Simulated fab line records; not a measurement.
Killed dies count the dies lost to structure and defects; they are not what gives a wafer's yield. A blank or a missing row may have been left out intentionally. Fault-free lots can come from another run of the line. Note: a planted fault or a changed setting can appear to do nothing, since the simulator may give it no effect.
fab line records	flow n5_finfet
[record] lots = 7	wafers = 39
route steps=1938 shown SD_EPI_P@321 SD_ACTIVATION@330 MOL_CONTACT_COAG@523
start_h: start of the lot's first displayed wafer, in hours after the record's first day	wait_h: hours from the lot's prior step to this one	" same as the row above	L1.1+2: a single row standing in for several wafers	- no value present, or no start provided	* or withheld: withheld	< > ~ a bound
route shown NAME@n: names a module that has steps shown in the file, with the first one's number in the route	usual: mean/standard deviation taken from wafers without a fault	same: alike in all rows	chamber/n: place in a boat	sites: readings site by site	_std_site: standard deviation across them	_edge_site: mean of outer sites minus mean of inner sites	radius_mm: how far each site lies from the wafer's centre	mask NAME#n: copy n	behind: the most recent tool/chamber to have shaped the wafer	hold: why the lot went on hold/how many hours it stayed there/how the hold came to an end	device: transistor that didn't switch, given as n, p or np	end of line: the route-end tests of the same wafers	where a step has no rows: the recipe by itself	killed: dies that structure and defects cost at the first sort, which is not the same as the wafer's yield	map: per-die view of a wafer (x killed, . not killed, _ where there is no die)
set.NAME: the setting that was run; set.NAME@STEP: the one run at that earlier step	model.NAME: the simulator's own value behind a step, which no gauge read
lots where settings were altered on purpose, with a table for each step and a row for each wafer
[[steps]]
[step N5_SD_EPI_P_EPI_21]
[recipe] material = SiGe:B	dopant = B	temp_c = 550	pressure_torr = 20	ambient = H2	time_s = 355
lot.wafer	tool	chamber	start_h	wait_h	set.pressure_torr	model.SiGe-B_of_SD_EPI_P_EPI_21.thk_nm
L077.1+6	epi_rpcvd-01	0	77.20	0.2	21.81	62.8
L077.2	"	0	"	"	21.81	63
L077.3+5	"	0	"	"	21.81	63.2
L077.4	"	0	"	"	21.81	63.6
L078.1	epi_rpcvd-02	0	86.80	0.1	21.04	63.8
L078.2+3+4	"	0	"	"	21.04	63.2
L078.5+6	"	0	88.24	1.5	21.04	62.6
L091.1+5	epi_rpcvd-04	0	159.20	0.1	18.2	58
L091.2+6	"	0	"	"	18.2	59
L091.3	"	0	"	"	18.2	59.2
L091.4	"	0	"	"	18.2	58.6
L092.1+2	epi_rpcvd-04	0	165.34	0.1	23.8	64.8
L092.3+5	"	0	"	"	23.8	65.2
L092.4	"	0	"	"	23.8	65.8
L092.6	"	0	"	"	23.8	65
L093.1+3+6	epi_rpcvd-01	0	174.81	0.2	16.51	56.6
L093.2+4+5	"	0	"	"	16.51	56.4
L094.1	epi_rpcvd-04	0	176.62	0.1	20	60.4
L094.2	"	0	"	"	20	60.6
L094.5	"	0	178.06	1.5	20	59.8
L095.1+2	epi_rpcvd-01	0	185.51	0.1	17.79	58.4
L095.3	"	0	"	"	17.79	58.8
L095.4+5	"	0	"	"	17.79	58.2
L095.6	"	0	"	"	17.79	58.6
[step N5_SD_EPI_P_HM_STRIP_48]
[recipe] chemistry = H3PO4	temp_c = 160	material = SiNx	target = SiNx	target_depth_a = 30	overetch_fraction = 0.3
[step N5_SD_ACTIVATION_RTA_00]
[recipe] temp_c = 975	time_s = 0	ambient = N2	idle_temp_c = 600	ramp_up_c_per_s = 150	ramp_down_c_per_s = 60	cool_to_c = 600
[step N5_SD_ACTIVATION_LSA_01]
[recipe] temp_c = 1080	time_s = 0.0008	ambient = N2
[step N5_SD_ACTIVATION_RS_MEAS_03]
[recipe] thk_meas_gauge = four-point-probe
[usual] RS_SD_N = 21.87/0.27	RS_SD_P = 56.1/0.89
lot.wafer	tool	chamber	start_h	wait_h	set.pressure_torr@SD_EPI_P_EPI_21	RS_SD_N[ohm/sq]	RS_SD_P[ohm/sq]
L077.1	film_metro-02	-	80.72	0.2	21.81	21.72	53.7
L077.2	"	-	"	"	21.81	21.95	52.6
L077.3	"	-	"	"	21.81	21.86	52.7
L077.4	"	-	"	"	21.81	21.86	52.0
L077.5	"	-	"	"	21.81	21.93	52.7
L077.6	"	-	"	"	21.81	21.91	53.2
L078.1	film_metro-01	-	89.62	0.2	21.04	21.98	52.8
L078.2	"	-	"	"	21.04	22.33	52.9
L078.3	"	-	"	"	21.04	21.89	53.1
L078.4	"	-	"	"	21.04	22.06	53.1
L078.5	"	-	"	"	21.04	21.62	53.7
L078.6	"	-	"	"	21.04	21.52	53.5
L091.1	film_metro-02	-	162.00	0.2	18.2	21.55	60.1
L091.2	"	-	"	"	18.2	21.85	59.1
L091.3	"	-	"	"	18.2	21.72	59.1
L091.4	"	-	"	"	18.2	21.68	60.3
L091.5	"	-	"	"	18.2	21.82	60.0
L091.6	"	-	"	"	18.2	21.54	58.8
L092.1	film_metro-02	-	168.16	0.2	23.8	22.00	51.5
L092.2	"	-	"	"	23.8	21.67	50.8
L092.3	"	-	"	"	23.8	21.61	51.4
L092.4	"	-	"	"	23.8	21.63	50.4
L092.5	"	-	"	"	23.8	21.34	50.8
L092.6	"	-	"	"	23.8	21.61	50.6
L093.1	film_metro-01	-	178.33	0.2	16.51	21.91	65.0
L093.2	"	-	"	"	16.51	21.51	64.6
L093.3	"	-	"	"	16.51	21.62	64.4
L093.4	"	-	"	"	16.51	22.13	65.0
L093.5	"	-	"	"	16.51	21.58	64.7
L093.6	"	-	"	"	16.51	22.03	64.1
L094.1	film_metro-02	-	179.42	0.2	20	21.77	57.3
L094.2	"	-	"	"	20	21.58	56.7
L094.5	"	-	"	"	20	21.53	57.9
L095.1	film_metro-02	-	188.31	0.2	17.79	22.46	61.1
L095.2	"	-	"	"	17.79	21.74	61.5
L095.3	"	-	"	"	17.79	22.04	60.5
L095.4	"	-	"	"	17.79	22.04	60.9
L095.5	"	-	"	"	17.79	22.33	61.7
L095.6	"	-	"	"	17.79	21.85	60.7
[step N5_MOL_CONTACT_COAG_EXPOSE_05]
[recipe] mask_id = CA	na = 0.33	source_shape = annular	sigma_inner = 0.4	sigma_outer = 0.8	polarization = unpolarized	defocus_nm = 0	dose_mj = 38.25
lot.wafer	tool	chamber	start_h	wait_h	mask	set.dose_mj
L077.1+2+4	euv_scanner-01	0	108.65	-	CA#0	38.25
L077.3+5+6	"	0	"	"	CA#0	41.01
L078.1+2+4	euv_scanner-01	0	119.72	-	CA#0	37.45
L078.3+5+6	"	0	"	"	CA#0	38.25
L091.1+2+3+4+5+6	euv_scanner-02	0	195.95	-	CA#0	38.25
L092.1+2+3+4+5+6	euv_scanner-02	0	197.14	-	CA#0	38.25
L093.1+2+4	euv_scanner-02	0	206.67	-	CA#0	38.25
L093.3+5+6	"	0	"	"	CA#0	35.68
L094.1+2+5	euv_scanner-01	0	209.04	-	CA#0	38.25
L095.1+2+3	euv_scanner-01	0	217.56	-	CA#0	38.25
L095.4+5+6	"	0	"	"	CA#0	37.25
[step N5_MOL_CONTACT_COAG_PEB_06]
[recipe] peb_temp_c = 100	peb_time_s = 60	resist = CAR-EUV
[step N5_MOL_CONTACT_COAG_DEVELOP_07]
[recipe] develop_time_s = 30	developer = TMAH	resist = CAR-EUV	rinse_liquid = surfactant_rinse	dry = air_spin	dev_temp_c = 23
[step N5_MOL_CONTACT_COAG_CD_MEAS_08]
[recipe] target_cd_nm = 28	landing_energy_ev = 500	detector = se_inlens	polarity = opening
[usual] cd_nm = 28.03/0.25
lot.wafer	tool	chamber	start_h	wait_h	set.dose_mj@MOL_CONTACT_COAG_EXPOSE_05	cd_nm
L077.1	cd_sem-03	0	108.78	-	38.25	28.60
L077.2	"	0	"	"	38.25	28.04
L077.3	"	0	"	"	41.01	29.52
L077.4	"	0	"	"	38.25	28.37
L077.5	"	0	"	"	41.01	29.81
L077.6	"	0	"	"	41.01	29.13
L078.1	cd_sem-01	0	119.85	-	37.45	27.62
L078.2	"	0	"	"	37.45	27.39
L078.3	"	0	"	"	38.25	27.83
L078.4	"	0	"	"	37.45	27.24
L078.5	"	0	"	"	38.25	28.08
L078.6	"	0	"	"	38.25	27.74
L091.1	cd_sem-02	0	196.08	-	38.25	27.95
L091.2	"	0	"	"	38.25	28.20
L091.3	"	0	"	"	38.25	28.19
L091.4	"	0	"	"	38.25	27.83
L091.5	"	0	"	"	38.25	27.88
L091.6	"	0	"	"	38.25	28.07
L092.1	cd_sem-03	0	197.27	-	38.25	27.99
L092.2	"	0	"	"	38.25	28.28
L092.3	"	0	"	"	38.25	27.49
L092.4	"	0	"	"	38.25	27.97
L092.5	"	0	"	"	38.25	28.06
L092.6	"	0	"	"	38.25	28.12
L093.1	cd_sem-01	0	206.80	-	38.25	28.30
L093.2	"	0	"	"	38.25	28.18
L093.3	"	0	"	"	35.68	26.25
L093.4	"	0	"	"	38.25	28.00
L093.5	"	0	"	"	35.68	26.95
L093.6	"	0	"	"	35.68	26.67
L094.1	cd_sem-03	0	209.17	-	38.25	28.13
L094.2	"	0	"	"	38.25	27.64
L094.5	"	0	"	"	38.25	27.64
L095.1	cd_sem-02	0	217.69	-	38.25	28.33
L095.2	"	0	"	"	38.25	27.78
L095.3	"	0	"	"	38.25	27.73
L095.4	"	0	"	"	37.25	27.39
L095.5	"	0	"	"	37.25	27.21
L095.6	"	0	"	"	37.25	27.46
[step N5_MOL_CONTACT_COAG_DESCUM_13]
[recipe] chemistry = O2	time_s = 7	source_power_w = 50	bias_power_w = 20	pressure_mtorr = 20	rf_frequency_hz = 2.712e+07	temp_c = 40	resist = CAR-EUV	o2_flow_sccm = 225
[step N5_MOL_CONTACT_COAG_ETCH_59]
[recipe] chemistry = N2/H2	target = underlayer	target_depth_a = 130	mask_material = CAR-EUV	time_s = 10.4	ion_energy_ev = 200	pressure_mtorr = 30	source_w = 840	bias_w = 150	n2_flow_sccm = 200	h2_flow_sccm = 200	ends = cleared
lot.wafer	tool	chamber	start_h	wait_h	set.dose_mj@MOL_CONTACT_COAG_EXPOSE_05	model.MOL_CONTACT_COAG.cd_offset_nm
L077.1+2+4	rie_diel-06	0,3,0	108.94	0.0	38.25	0.2
L077.3+5+6	"	2,2,3	"	"	41.01	1.6
L078.1	rie_diel-03	2	121.24	0.0	37.45	-0.8
L078.2	"	0	"	"	37.45	-0.4
L078.3+5	"	1	"	"	38.25	0
L078.4	"	3	"	"	37.45	-0.6
L078.6	"	0	"	"	38.25	-0.2
L091.1+3+4+5	rie_diel-03	0,1,2,0	196.24	0.0	38.25	0
L091.2+6	"	2,1	"	"	38.25	0.2
L092.1	rie_diel-06	2	197.43	0.0	38.25	-0.4
L092.2	"	1	"	"	38.25	0.2
L092.3+4+6	"	0,3,2	"	"	38.25	0
L092.5	"	1	"	"	38.25	-0.2
L093.1	rie_diel-03	1	206.96	0.0	38.25	0.2
L093.2	"	2	"	"	38.25	0
L093.3	"	0	"	"	35.68	-1.6
L093.4	"	2	"	"	38.25	0.4
L093.5	"	1	"	"	35.68	-1.2
L093.6	"	0	"	"	35.68	-1.4
L094.1	rie_diel-05	0	209.58	0.0	38.25	0
L094.2+5	"	1,3	"	"	38.25	-0.2
L095.1+2+3	rie_diel-05	3,2,0	217.90	0.0	38.25	0
L095.4+5	"	1,3	"	"	37.25	-0.6
L095.6	"	0	"	"	37.25	-0.4
[step N5_MOL_CONTACT_COAG_ETCH_105]
[recipe] chemistry = CF4	target = SiARC	target_depth_a = 156	mask_material = CAR-EUV	time_s = 26	ion_energy_ev = 80	pressure_mtorr = 40	source_w = 545	bias_w = 36	Ar_flow_sccm = 100	cf4_flow_sccm = 100	ends = cleared
[step N5_MOL_CONTACT_COAG_ETCH_106]
[recipe] chemistry = N2/H2	target = SOC	target_depth_a = 800	overetch_a = 160	mask_material = SiARC	temp_c = 40	time_s = 120	ion_energy_ev = 200	pressure_mtorr = 30	source_w = 840	bias_w = 150	n2_flow_sccm = 200	h2_flow_sccm = 200
lot.wafer	tool	chamber	start_h	wait_h	set.dose_mj@MOL_CONTACT_COAG_EXPOSE_05	model.MOL_CONTACT_COAG.cd_offset_nm
L077.1+4	rie_diel-06	0	108.99	0.0	38.25	0
L077.2	"	3	"	"	38.25	0.4
L077.3+5	"	2	"	"	41.01	1.4
L077.6	"	3	"	"	41.01	1.6
L078.1	rie_diel-03	2	121.29	0.0	37.45	-0.6
L078.2	"	0	"	"	37.45	-0.4
L078.3	"	1	"	"	38.25	0
L078.4	"	3	"	"	37.45	-0.2
L078.5	"	1	"	"	38.25	0.2
L078.6	"	0	"	"	38.25	-0.2
L091.1+2+3+4	rie_diel-03	0,2,1,2	196.29	0.0	38.25	0
L091.5	"	0	"	"	38.25	0.2
L091.6	"	1	"	"	38.25	0.4
L092.1	rie_diel-06	2	197.48	0.0	38.25	-0.2
L092.2	"	1	"	"	38.25	0.4
L092.3+5	"	0,1	"	"	38.25	0
L092.4+6	"	3,2	"	"	38.25	0.2
L093.1+4	rie_diel-03	1,2	207.01	0.0	38.25	0.4
L093.2	"	2	"	"	38.25	0.2
L093.3	"	0	"	"	35.68	-1.8
L093.5+6	"	1,0	"	"	35.68	-1.4
L094.1	rie_diel-05	0	209.62	0.0	38.25	0.2
L094.2	"	1	"	"	38.25	-0.4
L094.5	"	3	"	"	38.25	0
L095.1	rie_diel-05	3	217.95	0.0	38.25	0.2
L095.2+3	"	2,0	"	"	38.25	0
L095.4	"	1	"	"	37.25	-0.6
L095.5	"	3	"	"	37.25	-0.4
L095.6	"	0	"	"	37.25	-0.2
[step N5_MOL_CONTACT_COAG_STRIP_107]
[recipe] chemistry = N2/H2	temp_c = 40	n2_flow_sccm = 200	h2_flow_sccm = 200	rf_frequency_hz = 6e+07
[step N5_MOL_CONTACT_COAG_STRIP_108]
[recipe] chemistry = N2/H2	temp_c = 40	n2_flow_sccm = 200	h2_flow_sccm = 200	rf_frequency_hz = 6e+07
[step N5_MOL_CONTACT_COAG_ETCH_110]
[recipe] chemistry = CF4/O2	target = Si	target_depth_a = 25	time_s = 8	pressure_mtorr = 100	source_w = 200	bias_w = 12	ion_energy_ev = 60	Ar_flow_sccm = 100	cf4_flow_sccm = 100	O2_flow_sccm = 10
[step N5_MOL_CONTACT_COAG_STRIP_98]
[recipe] chemistry = N2/H2	power_w = 500	temp_c = 40	pressure_mtorr = 50	rf_frequency_hz = 6e+07	overash_fraction = 0.3	bias_power_w = 8	h2_frac = 0.5	n2_flow_sccm = 300	h2_flow_sccm = 300
[step N5_MOL_CONTACT_COAG_CD_MEAS_99]
[recipe] target_cd_nm = 17.2	polarity = opening
[usual] cd_nm = 17.31/0.3
lot.wafer	tool	chamber	start_h	wait_h	set.dose_mj@MOL_CONTACT_COAG_EXPOSE_05	cd_nm
L077.1	cd_sem-03	-	109.30	-	38.25	17.62
L077.2	"	-	"	"	38.25	17.28
L077.3	"	-	"	"	41.01	18.72
L077.4	"	-	"	"	38.25	17.45
L077.5	"	-	"	"	41.01	18.76
L077.6	"	-	"	"	41.01	18.68
L078.1	cd_sem-01	-	121.61	-	37.45	16.85
L078.2	"	-	"	"	37.45	17.05
L078.3	"	-	"	"	38.25	17.21
L078.4	"	-	"	"	37.45	16.91
L078.5	"	-	"	"	38.25	17.37
L078.6	"	-	"	"	38.25	17.23
L091.1	cd_sem-02	-	196.60	-	38.25	17.34
L091.2	"	-	"	"	38.25	17.53
L091.3	"	-	"	"	38.25	17.37
L091.4	"	-	"	"	38.25	17.22
L091.5	"	-	"	"	38.25	17.14
L091.6	"	-	"	"	38.25	17.74
L092.1	cd_sem-02	-	197.79	-	38.25	17.17
L092.2	"	-	"	"	38.25	17.88
L092.3	"	-	"	"	38.25	17.45
L092.4	"	-	"	"	38.25	17.37
L092.5	"	-	"	"	38.25	17.84
L092.6	"	-	"	"	38.25	17.47
L093.1	cd_sem-02	-	207.32	-	38.25	17.40
L093.2	"	-	"	"	38.25	17.21
L093.3	"	-	"	"	35.68	15.40
L093.4	"	-	"	"	38.25	17.01
L093.5	"	-	"	"	35.68	15.44
L093.6	"	-	"	"	35.68	16.05
L094.1	cd_sem-01	-	209.94	-	38.25	17.47
L094.2	"	-	"	"	38.25	16.87
L094.5	"	-	"	"	38.25	17.43
L095.1	cd_sem-02	-	218.27	-	38.25	17.81
L095.2	"	-	"	"	38.25	17.20
L095.3	"	-	"	"	38.25	17.14
L095.4	"	-	"	"	37.25	16.41
L095.5	"	-	"	"	37.25	16.79
L095.6	"	-	"	"	37.25	17.09
[[key]]
[split] step = N5_SD_EPI_P_EPI_21	setting = pressure_torr	stated = 20	by = lot
[response] step = N5_SD_EPI_P_EPI_21	reading = model.SiGe-B_of_SD_EPI_P_EPI_21.thk_nm	change = +0.242	per = 1%	r = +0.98
[response] step = N5_SD_ACTIVATION_RS_MEAS_03	reading = RS_SD_P	change = -0.384	per = 1%	r = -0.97
[split] step = N5_MOL_CONTACT_COAG_EXPOSE_05	setting = dose_mj	stated = 38.25	by = wafer
[response] step = N5_MOL_CONTACT_COAG_CD_MEAS_08	reading = cd_nm	change = +0.195	per = 1%	r = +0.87
[response] step = N5_MOL_CONTACT_COAG_ETCH_59	reading = model.MOL_CONTACT_COAG.cd_offset_nm	change = +0.215	per = 1%	r = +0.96
[response] step = N5_MOL_CONTACT_COAG_ETCH_106	reading = model.MOL_CONTACT_COAG.cd_offset_nm	change = +0.223	per = 1%	r = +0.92
[response] step = N5_MOL_CONTACT_COAG_CD_MEAS_99	reading = cd_nm	change = +0.204	per = 1%	r = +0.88
